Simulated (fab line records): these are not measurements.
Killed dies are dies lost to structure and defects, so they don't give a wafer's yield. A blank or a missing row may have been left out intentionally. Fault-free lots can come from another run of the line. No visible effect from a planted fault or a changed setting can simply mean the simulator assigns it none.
Chamber matching + flow nandHarc + 4 sister chambers for NHARC_A_M0_CMP_23 on cmp-03
The step polishes, t overpolish 20 s, target thk 113.75 nm. 24 wafers are shown with their chamber, then 12 later ones without.

## WAFERS PAIRED WITH THEIR CHAMBERS
| wafer  | chamber | motorCurrentA (A) | timeToEndpointS (s) |
|--------|---------|-------------------|---------------------|
| L076.3 | 2       | 11.5              | 30.4                |
| L076.4 | 1       | 13.1              | 29.7                |
| L076.5 | 1       | 13.0              | 30.5                |
| L077.4 | 0       | 12.0              | 29.6                |
| L077.5 | 0       | 11.7              | 29.8                |
| L077.6 | 3       | 14.5              | 32.7                |
| L078.1 | 0       | 12.1              | 31.0                |
| L078.3 | 2       | 11.4              | 28.9                |
| L078.4 | 3       | 14.4              | 31.3                |
| L082.1 | 0       | 11.8              | 26.6                |
| L082.2 | 2       | 11.5              | 28.4                |
| L082.4 | 3       | 14.1              | 25.2                |
| L084.4 | 0       | 12.2              | 27.3                |
| L084.5 | 2       | 11.4              | 28.1                |
| L084.6 | 1       | 12.7              | 24.8                |
| L085.1 | 2       | 11.3              | 27.7                |
| L085.4 | 0       | 11.0              | 28.8                |
| L085.5 | 0       | 11.8              | 30.3                |
| L087.2 | 0       | 12.4              | 28.6                |
| L087.3 | 1       | 13.5              | 27.8                |
| L087.4 | 2       | 11.4              | 29.1                |
| L087.1 | 3       | 13.6              | 30.5                |
| L087.5 | 3       | 13.1              | 30.0                |
| L087.6 | 2       | 11.4              | 30.0                |

SIGNATURES, as means of the wafers listed above
| reading         | chamber 0 | chamber 1 | chamber 2 | chamber 3 | scatter within a chamber |
|-----------------|-----------|-----------|-----------|-----------|--------------------------|
| motorCurrentA   | 11.875    | 13.075    | 11.414    | 13.940    | 0.386                    |
| timeToEndpointS | 29.000    | 28.200    | 28.943    | 29.940    | 1.91                     |
Rule: a wafer lies at a distance from a chamber equal to the root of the sum of squares, over the readings, of (its reading less the chamber's mean, divided by the reading's scatter). If the next closest chamber is less than 2 further off than the closest, the wafer can't be placed; otherwise it belongs to the closest. How the scatter is found: for the shown wafers, subtract from each reading the mean of its chamber, square and add these, divide the total by (wafers less chambers), then take the root.

## WAFERS WITHOUT THEIR CHAMBER
| wafer  | motorCurrentA (A) | timeToEndpointS (s) |
|--------|-------------------|---------------------|
| L089.1 | 11.9              | 28.9                |
| L089.2 | 12.8              | 27.3                |
| L089.6 | 11.8              | 27.3                |
| L091.4 | 11.4              | 27.7                |
| L091.5 | 11.2              | 24.1                |
| L091.6 | 13.1              | 25.8                |
| L096.1 | 15.0              | 27.2                |
| L096.2 | 12.3              | 25.6                |
| L096.3 | 11.1              | 27.6                |
| L097.3 | 11.6              | 29.9                |
| L097.4 | 11.7              | 28.2                |
| L097.6 | 14.2              | 29.9                |

## THE CHAMBER EACH PASSED THROUGH
| wafer  | from the rows above          | in truth |
|--------|------------------------------|----------|
| L089.1 | can't be placed: 0 or 2      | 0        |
| L089.2 | can't be placed: 1 or 0      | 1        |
| L089.6 | can't be placed: 0 or 2      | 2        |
| L091.4 | can't be placed: 2 or 0      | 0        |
| L091.5 | can't be placed: 2 or 0      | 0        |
| L091.6 | can't be placed: 1 or 3      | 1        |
| L096.1 | can't be placed: 3 or 1      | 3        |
| L096.2 | can't be placed: 0 or 1 or 2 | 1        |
| L096.3 | can't be placed: 2 or 0      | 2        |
| L097.3 | can't be placed: 2 or 0      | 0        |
| L097.4 | can't be placed: 0 or 2      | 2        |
| L097.6 | 3                            | 3        |
Correctly placed: 1 of 12. Not placeable from these rows: 11 (in 11, the candidates include the true chamber). Placed wrongly: 0.
